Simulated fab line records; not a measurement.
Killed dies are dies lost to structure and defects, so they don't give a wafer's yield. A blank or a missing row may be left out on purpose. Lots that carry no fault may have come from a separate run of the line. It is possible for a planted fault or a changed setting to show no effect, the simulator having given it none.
Matching of chambers | flow nandHarc | NHARC_A_STAIRCASE_DESCUM_168 on rieDiel-06 has 4 sister chambers
The step chemistry O2, time 3 s. 4 wafers are shown with their chamber, then 11 later ones without.

## WAFERS, EACH WITH ITS CHAMBER
wafer  | chamber | drypumpMotorCurrentA (A)
L080.5 | 1       | 5.9
L086.3 | 3       | 6.4
L088.1 | 0       | 5.8
L090.1 | 2       | 5.2

## WAFERS WITH NO CHAMBER GIVEN
wafer  | drypumpMotorCurrentA (A)
L090.4 | 6.4
L090.5 | 5.8
L093.2 | 5.8
L093.3 | 6.4
L093.6 | 5.2
L092.1 | 5.8
L092.2 | 5.2
L092.6 | 6.0
L091.1 | 5.2
L091.4 | 5.8
L091.5 | 5.8

## CHAMBER TAKEN BY EACH
wafer  | from the rows above | in truth
L090.4 | 3                   | 3
L090.5 | 0                   | 0
L093.2 | 0                   | 0
L093.3 | 3                   | 3
L093.6 | 2                   | 2
L092.1 | 0                   | 0
L092.2 | 2                   | 2
L092.6 | 1                   | 1
L091.1 | 2                   | 2
L091.4 | 0                   | 0
L091.5 | 0                   | 0
11 of 11 placed correctly. Can't be placed from these rows: 0. Placed wrongly: 0.
How it was worked out, from the rows above alone: a wafer's distance from a chamber is the root of the sum, over the readings, of the square of ((its reading less the chamber's mean) divided by the reading's scatter). The wafer belongs to the nearest chamber; if the next one is less than 2 further off, it can't be placed. Each chamber's mean is taken over the wafers shown for it. The scatter (one wafer shown for each chamber): square how far every hidden wafer sits from the nearest shown wafer, average those squares and take the square root.
